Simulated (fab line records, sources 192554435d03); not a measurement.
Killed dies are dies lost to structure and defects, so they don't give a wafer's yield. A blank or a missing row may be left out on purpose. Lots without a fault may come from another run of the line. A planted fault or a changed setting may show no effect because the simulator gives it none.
A struck lot beside a sound one | flow n5_finfet | 39 steps out of a route of 1938
Sound: wafers L919.2, L919.5, L919.6. Struck: wafers L911.1, L911.4. The cause comes at the end.
At each step with rows: each side's tool, then ch and its chambers, then its first start. Under that, the readings that differ: sound wafers | struck wafers | difference of the means | sigmas: that difference in standard deviations of wafers without a fault.
alike: readings whose means differ by less than 2 such deviations, and words and numbers that are the same on both sides. not compared: withheld readings, readings that some wafer has no value for, bounds like >300 that may hide the same value, and numbers for which the record gives no deviation and whose values overlap.
The two part at a step that has a row with sigmas, a row that says differs or no value, or rows on one side only. Numbers that don't overlap but have no deviation are shown without sigmas and don't part them. A reading that every wafer of one side lacks parts them only if that side has two wafers or more.

first, 9 steps without rows for these wafers: N5_BEOL_M4_ANNEAL_95 (time 240 s); N5_BEOL_M4_SPUTTER_96 (material Cu, target thk 4.5 nm, time 8.29 s); N5_BEOL_M4_ECD_50 (material Cu, target thk 300 nm); N5_BEOL_M4_ANNEAL_51 (time 90 s); N5_BEOL_M4_CMP_52 (polishes, stops on SiOC, t overpolish 6.8 s, target thk 40 nm); N5_BEOL_M4_PRE_CLEAN_60 (time 15 s); N5_BEOL_M4_CO_CAP_55 (material Co, precursor CCTBA/H2, target thk 2 nm, time 102.1 s); N5_BEOL_M4_PRE_CLEAN_56 (time 15 s); N5_BEOL_M4_DEP_57 (deposits SiCN from 3MS/NH3, target thk 8 nm, time 14 s).
N5_BEOL_M4_RC_MEAS_101:
  sound on prober-01 ch 0, day 13 01:19; struck on prober-01 ch 0, day 11 07:11
  reading       | sound       | struck  | difference | sigmas
  ION_P (uA/um) | 470 463 463 | 447 455 | -14        | -2
  alike: DIBL_N, DIBL_P, IOFF_N, IOFF_P, ION_N, SS_N, SS_P, VT_N, VT_P
then, 24 steps without rows for these wafers: N5_BEOL_M5_ILD_DEP_00 (deposits SiCOH lowk from DEMS/porogen, target thk 140.64 nm, time 25.9 s); N5_BEOL_M5_CURE_79 (cures SiCOH lowk, time 240 s); N5_BEOL_M5_PECVD_70 (deposits SiO2 from TEOS/O2, target thk 16 nm, time 18 s); N5_BEOL_M5_HM_DEP_02 (deposits TiN, target thk 20 nm); N5_BEOL_M5_COAT_59 (time 60 s, resist thk 60 nm); N5_BEOL_M5_COAT_60 (time 60 s, resist thk 12 nm); N5_BEOL_M5_COAT_71 (time 60 s, resist thk 5 nm); N5_BEOL_M5_COAT_05 (resist thk 30 nm); N5_BEOL_M5_EBR_07; N5_BEOL_M5_SOFTBAKE_06 (time 60 s); N5_BEOL_M5_EXPOSE_08 (exposes mask M5, target cd 28 nm); N5_BEOL_M5_PEB_09 (peb time 60 s); N5_BEOL_M5_DEVELOP_10 (develop time 30 s); N5_BEOL_M5_DESCUM_16 (chemistry O2, time 7 s); N5_BEOL_M5_ETCH_72 (etches underlayer in N2/H2, target depth 6.5 nm, time 5.2 s); N5_BEOL_M5_ETCH_61 (etches SiARC in CF4, target depth 15.6 nm, time 26 s); N5_BEOL_M5_ETCH_62 (etches SOC in N2/H2, target depth 75 nm, overetch 15 nm, time 112.5 s); N5_BEOL_M5_STRIP_63 (strips in N2/H2); N5_BEOL_M5_STRIP_73 (strips in N2/H2); N5_BEOL_M5_STRIP_64 (strips in CF4); N5_BEOL_M5_HM_OPEN_17 (chemistry Cl2/BCl3, target TiN, target depth 20 nm, overetch 6 nm); N5_BEOL_M5_STRIP_19 (strips in O2); N5_BEOL_M5_COAT_65 (time 60 s, resist thk 60 nm); N5_BEOL_M5_COAT_66 (time 60 s, resist thk 12 nm).
-- the record jumps here: 3 days lie between the struck wafers' starts before and after (it left off in module BEOL_M5 and takes up again in module BEOL_M15, whose first step shown is number 1800 of the route) --
N5_BEOL_M15_EXPOSE_25: exposes mask M15, target cd 400 nm.
  sound on krf_scanner-02 ch 0, day 16 07:08; struck on krf_scanner-01 ch 0, day 14 16:05
  alike: mask
N5_BEOL_M15_CD_MEAS_28: target cd 407.6 nm.
  sound on cd_sem-02 ch 0, day 16 07:18; struck on cd_sem-02 ch 0, day 14 16:15
  reading    | sound             | struck      | difference | sigmas
  cd_nm (nm) | 410.5 409.3 410.2 | 486.2 488.8 | +77.5      | +55
N5_BEOL_M15_DESCUM_33: chemistry O2, time 7.9 s.
  sound on rie_diel-05 ch 1,2, day 16 07:23; struck on rie_diel-05 ch 2,3, day 14 16:20
  reading                   | sound             | struck      | difference | sigmas
  model.BEOL_M15.cd_nm (nm) | 410.4 409.2 410.6 | 486.4 488.8 | +77.5      |
  alike: drypump_motor_current_A, o2_flow_sccm, oes_product_au, rf_vpp_V, showerhead_plenum_p_Torr, throttle_valve_pct
  not compared: rf_hours_counter_h
N5_BEOL_M15_ETCH_38: etches SiCN in CF4/N2, target depth 106.4 nm, time 120.5 s.
  sound on rie_diel-03 ch 2,3; struck on rie_diel-05 ch 2,3
  reading                     | sound           | struck      | difference | sigmas
  drypump_motor_current_A (A) | 5.2 5.2 5.1     | 6.8 6.2     | +1.3       | +2
  model.BEOL_M15.cd_nm (nm)   | 402.4 401.8 402 | 478.4 480.8 | +77.5      |
  alike: oes_product_au, rf_vpp_V, showerhead_plenum_p_Torr, throttle_valve_pct
  not compared: rf_hours_counter_h
N5_PASSIVATION_PROBE_49:
  the record has rows for the struck wafers here (prober-01, day 15 09:38) and none for the sound ones

WHERE THEY PART
First at N5_BEOL_M4_RC_MEAS_101; last, within this record, at N5_PASSIVATION_PROBE_49.

WHY: what the simulator had put in
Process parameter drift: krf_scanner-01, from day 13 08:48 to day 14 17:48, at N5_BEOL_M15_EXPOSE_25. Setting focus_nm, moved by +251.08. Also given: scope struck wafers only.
